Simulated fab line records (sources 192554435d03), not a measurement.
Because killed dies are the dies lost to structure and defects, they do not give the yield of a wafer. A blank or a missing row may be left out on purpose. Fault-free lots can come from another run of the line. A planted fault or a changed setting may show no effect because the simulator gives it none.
Matching of chambers :: flow n5_finfet :: N5_BEOL_M5_ETCH_68 on rie_diel-01 has 4 sister chambers
The step etches SOC in N2/H2, target depth 80 nm, overetch 16 nm, time 120 s. 16 wafers are shown with their chamber, then 8 later ones without.

## WAFERS PAIRED WITH THEIR CHAMBERS
wafer: L082.1
chamber: 1
showerhead_plenum_p_Torr (Torr): 2.69
throttle_valve_pct (%): 17.32
drypump_motor_current_A (A): 5.8

wafer: L082.2
chamber: 0
showerhead_plenum_p_Torr (Torr): 2.56
throttle_valve_pct (%): 17.61
drypump_motor_current_A (A): 6.5

wafer: L082.5
chamber: 1
showerhead_plenum_p_Torr (Torr): 2.69
throttle_valve_pct (%): 17.32
drypump_motor_current_A (A): 5.8

wafer: L085.3
chamber: 0
showerhead_plenum_p_Torr (Torr): 2.55
throttle_valve_pct (%): 17.61
drypump_motor_current_A (A): 6.5

wafer: L085.4
chamber: 3
showerhead_plenum_p_Torr (Torr): 2.48
throttle_valve_pct (%): 17.18
drypump_motor_current_A (A): 5.4

wafer: L085.5
chamber: 0
showerhead_plenum_p_Torr (Torr): 2.55
throttle_valve_pct (%): 17.63
drypump_motor_current_A (A): 6.5

wafer: L087.1
chamber: 3
showerhead_plenum_p_Torr (Torr): 2.48
throttle_valve_pct (%): 17.19
drypump_motor_current_A (A): 5.4

wafer: L087.2
chamber: 1
showerhead_plenum_p_Torr (Torr): 2.69
throttle_valve_pct (%): 17.34
drypump_motor_current_A (A): 5.7

wafer: L087.3
chamber: 2
showerhead_plenum_p_Torr (Torr): 2.60
throttle_valve_pct (%): 17.79
drypump_motor_current_A (A): 5.7

wafer: L089.1
chamber: 3
showerhead_plenum_p_Torr (Torr): 2.47
throttle_valve_pct (%): 17.20
drypump_motor_current_A (A): 5.4

wafer: L089.2
chamber: 2
showerhead_plenum_p_Torr (Torr): 2.60
throttle_valve_pct (%): 17.81
drypump_motor_current_A (A): 5.7

wafer: L089.3
chamber: 0
showerhead_plenum_p_Torr (Torr): 2.55
throttle_valve_pct (%): 17.63
drypump_motor_current_A (A): 6.5

wafer: L088.1
chamber: 0
showerhead_plenum_p_Torr (Torr): 2.55
throttle_valve_pct (%): 17.62
drypump_motor_current_A (A): 6.5

wafer: L088.4
chamber: 2
showerhead_plenum_p_Torr (Torr): 2.60
throttle_valve_pct (%): 17.81
drypump_motor_current_A (A): 5.7

wafer: L088.6
chamber: 0
showerhead_plenum_p_Torr (Torr): 2.55
throttle_valve_pct (%): 17.62
drypump_motor_current_A (A): 6.4

wafer: L090.3
chamber: 2
showerhead_plenum_p_Torr (Torr): 2.60
throttle_valve_pct (%): 17.80
drypump_motor_current_A (A): 5.7

SIGNATURES, as means of the wafers listed above
reading: showerhead_plenum_p_Torr
chamber 0: 2.5517
chamber 1: 2.6900
chamber 2: 2.6000
chamber 3: 2.4767
scatter within a chamber: 0.00354

reading: throttle_valve_pct
chamber 0: 17.6200
chamber 1: 17.3267
chamber 2: 17.8025
chamber 3: 17.1900
scatter within a chamber: 0.00975

reading: drypump_motor_current_A
chamber 0: 6.483
chamber 1: 5.767
chamber 2: 5.700
chamber 3: 5.400
scatter within a chamber: 0.0354
Rule: for each reading, subtract the chamber's mean from the wafer's reading, divide by that reading's scatter and square the result; add these up over the readings and take the root, which gives the wafer's distance from the chamber. If the next closest chamber is less than 2 further off than the closest, the wafer can't be placed; otherwise it belongs to the closest. The scatter is the square root of a quotient: the sum, over the shown wafers, of each reading's squared deviation from its chamber's mean, divided by wafers minus chambers.

## WAFERS WHOSE CHAMBER IS MISSING
wafer: L090.4
showerhead_plenum_p_Torr (Torr): 2.55
throttle_valve_pct (%): 17.65
drypump_motor_current_A (A): 6.5

wafer: L090.6
showerhead_plenum_p_Torr (Torr): 2.55
throttle_valve_pct (%): 17.64
drypump_motor_current_A (A): 6.4

wafer: L091.2
showerhead_plenum_p_Torr (Torr): 2.68
throttle_valve_pct (%): 17.38
drypump_motor_current_A (A): 5.8

wafer: L091.4
showerhead_plenum_p_Torr (Torr): 2.55
throttle_valve_pct (%): 17.65
drypump_motor_current_A (A): 6.5

wafer: L091.6
showerhead_plenum_p_Torr (Torr): 2.59
throttle_valve_pct (%): 17.81
drypump_motor_current_A (A): 5.7

wafer: L097.1
showerhead_plenum_p_Torr (Torr): 2.46
throttle_valve_pct (%): 17.24
drypump_motor_current_A (A): 5.4

wafer: L097.2
showerhead_plenum_p_Torr (Torr): 2.59
throttle_valve_pct (%): 17.85
drypump_motor_current_A (A): 5.7

wafer: L097.3
showerhead_plenum_p_Torr (Torr): 2.54
throttle_valve_pct (%): 17.68
drypump_motor_current_A (A): 6.5

## EACH ONE'S CHAMBER
wafer: L090.4
from the rows above: 0
in truth: 0

wafer: L090.6
from the rows above: 0
in truth: 0

wafer: L091.2
from the rows above: 1
in truth: 1

wafer: L091.4
from the rows above: 0
in truth: 0

wafer: L091.6
from the rows above: 2
in truth: 2

wafer: L097.1
from the rows above: 3
in truth: 3

wafer: L097.2
from the rows above: 2
in truth: 2

wafer: L097.3
from the rows above: 0
in truth: 0
8 of 8 placed correctly. Not placeable from these rows: 0. Wrongly placed: 0.
